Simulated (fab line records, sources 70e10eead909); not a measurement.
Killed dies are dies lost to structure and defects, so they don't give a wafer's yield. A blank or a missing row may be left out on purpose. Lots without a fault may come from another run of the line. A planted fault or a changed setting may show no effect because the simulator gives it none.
fab line records | flow nand_harc
record lots=6 wafers=18 last_day=25
route steps=1159 shown THIN_TSV@1139
lots that met no fault: from a run of the same line without faults
start_h: hours from the record's first day to the start of the lot's first wafer shown | wait_h: hours since the lot's step before | " the same as in the row above | L1.1+2: a row that stands for several wafers | - no value, or no start given | * or withheld: withheld | < > ~ a bound
route shown NAME@n: a module of which the file shows steps, and the number in the route of the first | usual: mean/standard deviation of fault-free wafers | same: alike in all rows | chamber/n: place in a boat | sites: the reading at each site | _std_site: their standard deviation | _edge_site: outer sites' mean less inner sites' | radius_mm: how far each site lies from the wafer's centre | mask NAME#n: copy n | behind: the tool/chamber that last shaped the wafer | hold: why the lot was held/for how many hours/how that ended | device: the transistor (n, p or np) that didn't switch | end of line: the same wafers' tests at the end of the route | a step without rows: its recipe alone | killed: dies lost to structure and defects at the first sort, not the wafer's yield | map: a wafer's dies, x killed, . not, _ none there
set.NAME: the setting as run; set.NAME@STEP: as run at that earlier step | model.NAME: the simulator's own value behind a step, which no gauge read
lots at some steps of the route; a table a step, a row a wafer
services: from which hour (start_h, from the record's first day; less than 0 if before it) a tool's chamber was out of use, for how many hours, and why
## steps
# step NHARC_THIN_TSV_PVD_24
# recipe target_thk_a=8000 power_w=withheld chamber_pressure_pa=withheld substrate_temp_c=withheld time_s=withheld gas=Ar material=Al
# step NHARC_THIN_TSV_DEHYDRATE_25
# recipe temp_c=150 time_s=120
# step NHARC_THIN_TSV_HMDS_26
# recipe time_s=30
# step NHARC_THIN_TSV_COAT_27
# recipe spin_rpm=*
# step NHARC_THIN_TSV_SOFTBAKE_28
# recipe temp_c=122 time_s=95
# step NHARC_THIN_TSV_EBR_29
# step NHARC_THIN_TSV_EXPOSE_30
# recipe na=0.55 dose_mj=11.47 mask_id=PAD
# step NHARC_THIN_TSV_PEB_31
# recipe peb_temp_c=118 peb_time_s=85
# step NHARC_THIN_TSV_DEVELOP_32
# recipe time_s=70
# step NHARC_THIN_TSV_CD_MEAS_33
# recipe target_cd_nm=5000 landing_energy_ev=500
# usual cd_nm=4999.7/2.2
# columns lot.wafer tool chamber start_h wait_h cd_nm
L471.1 cd_sem-02 0 462.42 - 4996.9
L471.2 " 0 " " 5000.8
L471.5 " 0 " " 5000.1
L474.1 cd_sem-01 0 471.39 - 5002.7
L474.2 " 0 " " 5001.6
L474.5 " 0 " " 4998.0
L476.3 cd_sem-02 0 487.43 - 4999.8
L476.4 " 0 " " 4998.1
L476.6 " 0 " " 5003.9
L487.2 cd_sem-02 0 557.65 - 5003.8
L487.4 " 0 " " 5003.7
L487.5 " 0 " " 5000.8
L485.2 cd_sem-02 0 559.00 - 5001.4
L485.5 " 0 " " 4999.5
L485.6 " 0 " " 4998.0
L490.2 cd_sem-03 0 583.08 - 4997.0
L490.5 " 0 " " 5004.1
L490.6 " 0 " " 5000.2
# step NHARC_THIN_TSV_HARDBAKE_34
# recipe temp_c=125 time_s=80
# step NHARC_THIN_TSV_DESCUM_35
# recipe time_s=3 o2_flow_sccm=200 ar_flow_sccm=0 bias_power_w=0 chemistry=O2
# usual drypump_motor_current_A=6.0/0.44 oes_product_au=1.003/0.013 rf_vpp_V=57.7/0.83 showerhead_plenum_p_Torr=1.92/0.063 throttle_valve_pct=11.311/0.0081
# columns lot.wafer tool chamber start_h wait_h drypump_motor_current_A oes_product_au rf_hours_counter_h rf_vpp_V showerhead_plenum_p_Torr throttle_valve_pct
L471.2 rie_diel-05 3 462.58 - 5.0 1.001 9 57.3 1.81 11.309
L471.1 " 1 " " 5.6 1.004 9 58.8 1.97 11.310
L471.5 " 0 " " 6.4 1.004 - 57.8 1.97 11.285
L474.1 rie_diel-05 3 471.55 - 5.0 0.996 9 56.7 1.81 11.314
L474.2 " 1 " " 5.6 1.016 10 60.0 1.97 11.307
L474.5 " 0 " " 6.4 0.999 - 57.3 1.97 11.313
L476.3 rie_diel-05 2 487.59 - 6.1 1.021 10 58.7 2.01 11.318
L476.4 " 1 " " 5.6 1.002 11 58.1 1.97 11.314
L476.6 " 3 " " 5.0 1.002 - 59.2 1.81 11.304
L487.2 rie_diel-05 3 557.82 - 5.0 1.013 4 57.7 1.81 11.310
L487.4 " 1 " " 5.6 1.008 4 57.9 1.97 11.306
L487.5 " 2 " " 6.1 1.007 - 57.8 2.01 11.314
L485.2 rie_diel-07 1 559.20 - 5.6 0.990 15 57.9 1.79 11.329
L485.5 " 2 " " 6.5 0.968 - 55.8 1.86 11.319
L485.6 " 3 " " 5.7 1.021 - 57.0 1.94 11.307
L490.2 rie_diel-04 0 583.25 - 6.0 0.997 6 58.9 1.92 11.321
L490.6 " 3 " " 6.4 1.006 - 56.8 1.92 11.311
L490.5 " 0 " " 6.0 1.000 - 57.8 1.92 11.317
# step NHARC_THIN_TSV_ETCH_59
# recipe target_depth_a=8800 icp_w=900 bias_w=100 Cl2_flow_sccm=60 bcl3_flow_sccm=30 time_s=138.1 chemistry=Cl2/BCl3
# usual bias_w=100.0/0.31 drypump_motor_current_A=5.7/0.48 mfc_cl2_sccm=60.01/0.19 oes_product_au=0.999/0.012 run_length_s=159.5/0.46 throttle_valve_pct=22.264/0.0099
# columns lot.wafer tool chamber start_h wait_h bias_w drypump_motor_current_A mfc_cl2_sccm oes_product_au rf_hours_counter_h run_length_s throttle_valve_pct
L471.2 rie_metal-03 0 462.71 0.1 99.9 6.3 60.12 0.999 0.0 159.9 22.249
L471.1 " 1 " " 99.7 5.6 59.94 0.966 0.0 159.5 22.257
L471.5 " 0 " " 100.2 6.3 59.94 1.000 - 160.0 22.265
L474.1 rie_metal-02 0 471.68 0.1 99.8 6.4 59.96 1.004 2.0 158.7 22.247
L474.2 " 1 " " 100.0 5.0 60.25 1.009 2.0 160.0 22.270
L474.5 " 1 " " 99.8 4.9 60.29 1.007 - 160.1 22.276
L476.4 rie_metal-01 0 487.79 0.2 100.1 5.7 60.02 1.013 - 159.5 22.262
L476.3 " 1 " " 100.2 5.1 60.24 0.992 - 159.1 22.270
L476.6 " 1 " " 99.8 5.1 60.06 0.989 - 159.4 22.272
L487.2 rie_metal-03 1 557.98 0.1 99.7 5.7 59.90 0.998 2.6 159.2 22.261
L487.4 " 1 " " 99.8 5.6 60.07 0.980 - 159.2 22.261
L487.5 " 0 " " - 6.3 59.99 0.999 - 140.5 22.265
L485.2 rie_metal-03 1 559.32 0.1 100.3 5.6 59.89 0.980 2.8 159.4 22.261
L485.6 " 0 " " - 6.3 59.73 0.996 - 140.9 22.261
L485.5 " 1 " " 100.1 5.6 59.85 0.975 - 159.3 22.254
L490.2 rie_metal-01 1 583.37 0.1 100.0 5.1 59.79 0.987 2.3 159.4 22.257
L490.5 " 1 " " 99.9 5.2 59.77 0.996 - 159.4 22.248
L490.6 " 0 " " 100.6 5.8 60.13 1.022 - 159.5 22.280
# step NHARC_THIN_TSV_ETCH_36
# recipe target_depth_a=650 over_etch_frac=0.3 time_s=18.571 ion_energy_ev=150 chemistry=Cl2/BCl3
# usual drypump_motor_current_A=5.7/0.48 oes_product_au=0.999/0.012 run_length_s=39.9/0.46
# columns lot.wafer tool chamber start_h wait_h drypump_motor_current_A oes_product_au rf_hours_counter_h run_length_s
L471.2 rie_metal-03 0 462.97 0.2 6.3 1.006 0.2 40.1
L471.1 " 1 " " 5.6 0.980 0.2 39.9
L471.5 " 1 " " 5.6 0.987 - 39.7
L474.1 rie_metal-02 1 471.94 0.2 4.9 1.001 2.2 40.4
L474.2 " 0 " " 6.3 1.008 2.2 39.2
L474.5 " 0 " " 6.3 1.003 - 39.2
L476.4 rie_metal-01 0 487.99 0.2 5.8 1.015 - 39.8
L476.3 " 1 " " 5.1 1.001 - 39.4
L476.6 " 1 " " 5.2 0.992 - 39.7
L487.2 rie_metal-03 1 558.21 0.2 5.6 0.977 2.8 39.6
L487.4 " 1 " " 5.6 0.985 - 39.7
L487.5 " 0 " " 6.3 0.996 - 40.5
L485.2 rie_metal-03 1 559.54 0.2 5.6 0.978 3.0 39.7
L485.6 " 1 " " 5.7 0.988 - 39.7
L485.5 " 0 " " 6.3 0.991 - 40.4
L490.2 rie_metal-01 1 583.63 0.2 5.1 1.003 2.4 39.3
L490.5 " 0 " " 5.7 1.019 - 39.8
L490.6 " 1 " " 5.2 0.996 - 39.5
## services
# columns tool chamber start_h hours kind
rie_metal-01 1 439.71 4.9 repair
rie_diel-05 0 447.72 - clean
rie_diel-05 1 447.72 - clean
rie_diel-05 2 447.72 - clean
rie_diel-05 3 447.72 - clean
rie_metal-03 - 453.00 9.0 pm
rie_metal-03 0 453.00 9.0 vent_cycle
rie_metal-03 1 453.00 9.0 vent_cycle
rie_diel-05 - 454.47 0.1 repair
rie_metal-03 0 462.00 - clean
rie_metal-03 1 462.00 - clean
rie_diel-04 - 466.14 9.0 pm
rie_metal-01 - 467.87 0.6 repair
rie_diel-05 2 492.16 47.6 repair
rie_diel-05 - 493.21 0.9 repair
rie_metal-01 - 509.00 9.0 pm
rie_diel-04 2 512.21 2.2 repair
rie_diel-05 - 517.60 9.0 pm
rie_diel-07 - 520.18 6.1 repair
rie_diel-04 3 551.49 10.7 repair
rie_diel-04 2 554.88 5.3 repair
rie_metal-02 - 565.08 9.0 pm
rie_diel-07 - 582.23 9.0 pm
rie_diel-04 - 583.43 0.7 repair
## key
first_sign step=NHARC_THIN_TSV_ETCH_59 reading=run_length_s direction=down sigmas=41 usual=* struck=*
effect none on later readings
met_at NHARC_THIN_TSV_ETCH_59
struck_wafers L485.6,L487.5
later_rows_left_out L485.6,L487.5
sort_left_out L485.6,L487.5
onset_between 462.71 557.98
fault kind=process_parameter_drift tool=rie_metal-03 chamber=0 onset_h=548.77 steps=NHARC_THIN_TSV_ETCH_59 channel=time_s offset=* shape=step end_h=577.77 acts_in=* stated=*
# sort_left_out: the simulated sort isn't trusted on such a fault, so these wafers' sort isn't shown, and their yield isn't known
# later_rows_left_out: the simulator's readings of these wafers behind a module that went badly wrong aren't trusted and aren't shown, but for the sort
